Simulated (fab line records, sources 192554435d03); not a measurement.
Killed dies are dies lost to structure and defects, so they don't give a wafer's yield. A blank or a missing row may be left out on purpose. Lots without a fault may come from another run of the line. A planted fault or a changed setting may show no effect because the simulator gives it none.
fab line records | flow n5_finfet
record lots=11 wafers=32 last_day=16
route steps=1938 shown BEOL_M6@1197 BEOL_M7@1263
lots that met no fault: from a run of the same line without faults
start_h: hours from the record's first day to the start of the lot's first wafer shown | wait_h: hours since the lot's step before | " the same as in the row above | L1.1+2: a row that stands for several wafers | - no value, or no start given | * or withheld: withheld | < > ~ a bound
route shown NAME@n: a module of which the file shows steps, and the number in the route of the first | usual: mean/standard deviation of fault-free wafers | same: alike in all rows | chamber/n: place in a boat | sites: the reading at each site | _std_site: their standard deviation | _edge_site: outer sites' mean less inner sites' | radius_mm: how far each site lies from the wafer's centre | mask NAME#n: copy n | behind: the tool/chamber that last shaped the wafer | hold: why the lot was held/for how many hours/how that ended | device: the transistor (n, p or np) that didn't switch | end of line: the same wafers' tests at the end of the route | a step without rows: its recipe alone | killed: dies lost to structure and defects at the first sort, not the wafer's yield | map: a wafer's dies, x killed, . not, _ none there
set.NAME: the setting as run; set.NAME@STEP: as run at that earlier step | model.NAME: the simulator's own value behind a step, which no gauge read
steps of the route over a sample of lots; a table a step, a row a wafer
services: from which hour (start_h, from the record's first day; less than 0 if before it) a tool's chamber was out of use, for how many hours, and why
## steps
# step N5_BEOL_M6_PECVD_70
# recipe material=SiO2 target_thk_a=200 temp_c=400 precursor=TEOS/O2 pressure_torr=5.5 rf_w=450 teos_flow_sccm=53.8 gas=O2 flow_sccm=3000 time_s=22.7
# usual heater_power_w=716/94 showerhead_plenum_p_Torr=8.75/0.033 throttle_valve_pct=22.0/1.9
# columns lot.wafer tool chamber start_h wait_h heater_power_w showerhead_plenum_p_Torr since_wet_clean_h throttle_valve_pct
L386.3 pecvd-03 1 177.16 0.0 738 8.73 1969 20.4
L386.5 " 0 " " 671 8.76 - 21.9
L386.6 " 1 " " 757 8.72 - 20.5
L387.3 pecvd-01 1 178.41 0.0 750 8.73 1426 25.7
L387.4 " 2 " " 756 8.81 - 21.0
L387.6 " 0 " " 786 8.72 - 20.3
L390.1 pecvd-02 1 204.73 0.0 683 8.77 1634 23.3
L390.3 " 2 " " 651 8.73 155 20.9
L390.6 " 0 " " 645 8.72 - 22.0
L391.1 pecvd-02 0 213.00 0.0 728 8.75 917 22.2
L391.3 " 1 " " 727 8.77 1642 23.1
L391.5 " 1 " " 732 8.79 - 23.5
L393.2 pecvd-01 0 219.51 0.0 806 8.73 742 20.3
L393.5 " 1 " " 689 8.72 - 25.6
L393.6 " 0 " " 811 8.72 - 20.5
L394.1 pecvd-02 2 220.51 0.0 657 8.73 170 20.6
L394.2 " 0 " " 736 8.76 924 22.3
L394.3 " 1 " " 678 8.79 1649 23.1
L396.3 pecvd-03 2 244.07 0.0 515 8.75 556 22.8
L396.4 " 1 " " 887 8.75 - 20.5
L396.6 " 2 " " 508 8.75 - 22.5
L397.2 pecvd-01 1 249.63 0.0 687 8.74 1497 25.6
L397.4 " 2 " " 792 8.82 - 19.5
L397.5 " 0 " " 714 8.72 - 20.4
L399.4 pecvd-03 0 259.72 0.1 790 8.75 - 22.2
L399.5 " 1 " " 718 8.74 - 20.6
L404.1 pecvd-03 1 290.90 0.0 880 8.72 2082 20.6
L404.3 " 0 " " 770 8.76 1357 22.0
L404.4 " 2 " " 540 8.77 - 22.6
L407.2 pecvd-03 1 301.58 0.0 731 8.70 2093 20.4
L407.3 " 2 " " 611 8.77 614 22.8
L407.5 " 0 " " 799 8.76 - 21.9
# step N5_BEOL_M6_STRIP_80
# recipe chemistry=N2/H2 time_s=10 power_w=450 temp_c=40 pressure_mtorr=20 rf_frequency_hz=6e+07 bias_power_w=7 n2_flow_sccm=200 h2_flow_sccm=200
# usual drypump_motor_current_A=5.8/0.46 oes_product_au=0.75/0.062 rf_vpp_V=59.3/0.85 showerhead_plenum_p_Torr=2.56/0.055 throttle_valve_pct=23.75/0.28
# columns lot.wafer tool chamber start_h wait_h drypump_motor_current_A oes_product_au rf_hours_counter_h rf_vpp_V showerhead_plenum_p_Torr throttle_valve_pct
L387.3 rie_diel-06 1 - - 5.7 0.69 205 58.4 2.61 23.48
L387.4 " 2 " " 5.5 0.78 117 60.2 2.56 23.59
L387.6 " 1 " " 5.7 0.69 - 59.8 2.61 23.48
L386.3 rie_diel-06 3 - - 5.7 0.82 92 59.4 2.56 23.80
L386.5 " 3 " " 5.7 0.82 - 60.0 2.56 23.82
L386.6 " 0 " " 6.4 0.70 - 59.5 2.51 24.28
L390.1 rie_diel-06 0 - - 6.4 0.70 213 60.8 2.51 24.29
L390.3 " 1 " " 5.7 0.68 215 58.6 2.61 23.49
L390.6 " 2 " " 5.5 0.77 - 59.6 2.55 23.59
L391.1 rie_diel-02 0 - - 6.5 0.86 68 59.3 2.70 23.89
L391.3 " 2 " " 5.1 0.72 201 60.4 2.51 23.91
L391.5 " 3 " " 5.9 0.76 - 59.3 2.55 24.03
L393.2 rie_diel-02 0 - - 6.5 0.85 69 59.2 2.70 23.87
L393.5 " 1 " " 6.3 0.69 - 59.0 2.51 23.57
L393.6 " 2 " " 5.1 0.71 - 58.4 2.51 23.92
L394.1 rie_diel-05 0 - - 5.5 0.78 135 60.8 2.53 23.56
L394.2 " 2 " " 4.9 0.72 201 60.4 2.63 23.42
L394.3 " 3 " " 5.5 0.80 107 60.3 2.65 23.44
L396.3 rie_diel-02 0 - - 6.5 0.83 80 61.5 2.70 23.87
L396.4 " 1 " " 6.3 0.68 249 58.7 2.51 23.58
L396.6 " 0 " " 6.6 0.82 - 60.0 2.70 23.89
L397.2 rie_diel-06 0 - - 6.4 0.69 231 59.1 2.50 24.31
L397.4 " 3 " " 5.7 0.81 114 58.9 2.55 23.85
L397.5 " 3 " " 5.7 0.81 - 60.2 2.55 23.84
L399.4 rie_diel-05 1 - - 6.2 0.80 117 59.9 2.55 24.04
L399.5 " 0 " " 5.5 0.76 - 58.9 2.53 23.59
L404.1 rie_diel-06 3 - - 5.7 0.80 127 58.2 2.54 23.86
L404.3 " 1 " " 5.7 0.66 246 60.0 2.60 23.53
L404.4 " 1 " " 5.7 0.67 - 59.5 2.60 23.54
L407.2 rie_diel-06 2 - - 5.5 0.74 165 58.4 2.54 23.63
L407.3 " 3 " " 5.7 0.78 132 58.9 2.54 23.86
L407.5 " 0 " " 6.4 0.68 - 59.5 2.49 24.32
# step N5_BEOL_M6_CD_MEAS_35
# recipe target_cd_nm=40 target_cd_y_nm=28 polarity=opening
# usual cd_nm=39.8/0.53
# columns lot.wafer tool chamber start_h wait_h cd_nm
L387.3 cd_sem-02 - 182.05 0.0 38.7
L387.4 " - " " 39.2
L387.6 " - " " 38.8
L386.3 cd_sem-02 - 182.45 0.0 40.8
L386.5 " - " " 40.7
L386.6 " - " " 39.8
L390.1 cd_sem-02 - 208.05 0.0 40.8
L390.3 " - " " 40.3
L390.6 " - " " 39.8
L391.1 cd_sem-01 - 217.83 0.0 39.6
L391.3 " - " " 39.8
L391.5 " - " " 39.9
L393.2 cd_sem-01 - 222.83 0.0 39.5
L393.5 " - " " 39.8
L393.6 " - " " 40.5
L394.1 cd_sem-01 - 223.37 0.0 39.4
L394.2 " - " " 39.5
L394.3 " - " " 39.8
L396.3 cd_sem-03 - 249.74 0.0 39.5
L396.4 " - " " 39.6
L396.6 " - " " 39.0
L397.2 cd_sem-02 - 253.27 0.0 39.7
L397.4 " - " " 39.8
L397.5 " - " " 39.2
L399.4 cd_sem-03 - 263.24 0.0 39.4
L399.5 " - " " 38.8
L404.1 cd_sem-03 - 294.46 0.0 39.8
L404.3 " - " " 40.9
L404.4 " - " " 40.5
L407.2 cd_sem-01 - 306.61 0.0 40.0
L407.3 " - " " 39.7
L407.5 " - " " 39.2
# step N5_BEOL_M6_CMP_52
# recipe stop_on=SiCOH_lowk t_overpolish_s=6.9 down_force_psi=1 platen_rpm=50 clearing_platen_down_force_psi=1.5 clearing_platen_rpm=50 post_cmp_clean=cu_alkaline target_thk_nm=80 clearing_platen_pad_velocity_m_s=0.99484 pad_velocity_m_s=0.99484
# usual barrier_field_endpoint_s=28.8/0.63 clearing_platen_rpm=50.000/0.024 motor_current_A=6.2/0.66 retaining_ring_pressure_frac=1.000/0.0053
# columns lot.wafer tool chamber start_h wait_h barrier_field_endpoint_s clearing_platen_rpm motor_current_A retaining_ring_pressure_frac
L387.3 cmp-03 1 184.09 0.4 28.3 50.018 7.3 0.993
L387.4 " 2 " " 28.8 49.962 5.1 0.994
L387.6 " 2 " " 30.0 49.995 5.2 0.992
L386.3 cmp-03 0 185.06 0.3 28.5 49.986 6.0 1.000
L386.5 " 1 " " 28.9 50.002 7.1 1.012
L386.6 " 2 " " 28.2 49.985 5.1 0.997
L390.1 cmp-01 3 210.29 0.3 29.0 50.034 5.9 0.999
L390.3 " 0 " " 29.5 50.000 6.0 0.996
L390.6 " 0 " " 30.2 49.964 6.2 1.000
L391.1 cmp-04 3 220.96 0.3 29.1 49.982 6.7 1.001
L391.3 " 0 " " 28.6 50.005 6.8 1.016
L391.5 " 2 " " 30.2 50.032 5.9 1.001
L393.2 cmp-03 3 225.11 0.3 29.0 49.989 6.2 1.004
L393.6 " 0 " " 29.7 50.007 6.2 0.999
L393.5 " 1 " " 28.3 50.042 7.2 1.008
L394.2 cmp-03 1 226.44 0.2 28.7 49.946 7.2 0.988
L394.1 " 2 " " 29.5 50.049 5.1 1.006
L394.3 " 0 " " 28.7 49.982 6.7 1.000
L396.3 cmp-04 2 251.73 0.2 28.7 50.032 5.7 1.001
L396.4 " 3 " " 27.7 49.999 6.7 0.999
L396.6 " 2 " " 29.4 50.038 5.8 1.005
L397.2 cmp-01 0 255.21 0.2 29.4 50.012 6.1 0.996
L397.4 " 2 " " 29.4 50.010 5.7 0.997
L397.5 " 3 " " 29.5 50.014 5.9 1.002
L399.4 cmp-03 0 264.99 0.2 29.1 49.984 6.3 1.002
L399.5 " 2 " " 28.7 49.939 5.2 1.005
L404.1 cmp-01 0 296.58 0.3 29.4 50.043 6.4 0.986
L404.3 " 1 " " 22.6 49.981 6.2 0.991
L404.4 " 2 " " 28.4 50.020 5.5 0.996
L407.3 cmp-03 1 308.47 0.2 21.9 49.977 7.0 0.997
L407.2 " 0 " " 27.8 50.019 6.2 0.995
L407.5 " 2 " " 28.8 49.960 5.1 0.999
# step N5_BEOL_M7_ILD_DEP_00
# recipe material=SiCOH_lowk target_thk_a=1797.5 temp_c=300 precursor=DEMS/porogen pressure_torr=5 rf_w=500 time_s=33.4
# usual heater_power_w=326/53 showerhead_plenum_p_Torr=5.732/0.011 throttle_valve_pct=13.9/1
# columns lot.wafer tool chamber start_h wait_h heater_power_w showerhead_plenum_p_Torr since_wet_clean_h throttle_valve_pct
L387.3 pecvd-01 2 184.57 0.0 356 5.738 2157 13.0
L387.4 " 2 " " 351 5.756 - 13.3
L387.6 " 0 " " 353 5.723 - 12.8
L386.3 pecvd-04 0 185.43 0.0 275 5.709 1071 14.6
L386.5 " 2 " " 366 5.740 - 13.1
L386.6 " 0 " " 277 5.730 - 14.8
L390.1 pecvd-04 2 210.80 0.0 438 5.741 342 13.4
L390.3 " 0 " " 327 5.722 1096 14.5
L390.6 " 0 " " 336 5.715 - 14.2
L391.1 pecvd-02 2 221.41 0.0 287 5.737 171 12.6
L391.3 " 0 " " 312 5.729 925 13.8
L391.5 " 0 " " 303 5.731 - 13.5
L393.2 pecvd-01 1 225.52 0.0 331 5.732 1473 16.1
L393.5 " 0 " " 353 5.736 - 12.6
L393.6 " 1 " " 334 5.735 - 16.0
L394.1 pecvd-04 1 226.96 0.0 417 5.733 1837 14.5
L394.2 " 0 " " 314 5.720 1112 14.7
L394.3 " 2 " " 424 5.738 358 13.3
L396.3 pecvd-02 2 252.18 0.0 275 5.741 202 12.8
L396.4 " 1 " " 287 5.757 - 14.5
L396.6 " 2 " " 285 5.729 - 13.0
L397.2 pecvd-02 1 255.66 0.0 296 5.731 1685 14.6
L397.4 " 1 " " 302 5.739 - 14.2
L397.5 " 0 " " 285 5.723 - 14.0
L399.4 pecvd-02 1 265.39 0.1 301 5.739 - 14.4
L399.5 " 0 " " 258 5.718 - 14.0
L404.1 pecvd-02 2 297.04 0.0 259 5.736 247 13.0
L404.3 " 1 " " 306 5.734 1726 14.5
L404.4 " 2 " " 260 5.710 - 12.7
L407.2 pecvd-04 0 308.96 0.0 306 5.730 1194 14.6
L407.3 " 1 " " 370 5.736 - 14.7
L407.5 " 1 " " 382 5.731 - 14.7
## services
# columns tool chamber start_h hours kind
rie_diel-02 - 156.72 16.8 repair
rie_diel-06 1 161.09 4.9 repair
pecvd-01 - 178.46 0.7 repair
cmp-01 - 182.65 5.5 pm
pecvd-02 0 192.85 6.5 repair
pecvd-01 - 195.58 6.0 pm
cmp-03 - 196.27 4.3 pm
rie_diel-06 3 211.16 15.1 repair
pecvd-04 - 218.53 6.0 pm
cmp-03 - 222.71 2.0 repair
rie_diel-02 2 226.34 13.2 repair
pecvd-03 2 228.10 7.4 repair
rie_diel-06 1 233.21 4.6 repair
pecvd-02 0 238.79 12.3 repair
rie_diel-06 - 242.52 0.3 repair
cmp-03 - 249.92 4.0 pm
cmp-03 - 269.87 0.8 repair
pecvd-04 0 272.73 8.0 repair
pecvd-01 0 276.77 4.4 repair
cmp-03 - 277.03 0.6 repair
pecvd-04 - 286.91 2.5 repair
rie_diel-06 0 289.58 6.3 repair
cmp-03 - 290.48 0.4 repair
pecvd-03 - 305.30 1.0 repair
## key
first_sign step=N5_BEOL_M6_CMP_52 reading=barrier_field_endpoint_s direction=down sigmas=10 usual=28.8 struck=22.2
effect none on later readings
met_at N5_BEOL_M6_PECVD_70
struck_lots L404,L407
struck_wafers L404.3,L407.3
not_acting_at N5_BEOL_M6_STRIP_80,N5_BEOL_M6_CD_MEAS_35,N5_BEOL_M7_ILD_DEP_00
onset_between 259.72 290.90
fault kind=process_parameter_drift tool=pecvd-03 chamber=- onset_h=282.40 steps=N5_BEOL_M6_PECVD_70 channel=time_s offset=* shape=step end_h=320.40 scope=struck_wafers_only acts_in=* stated=*
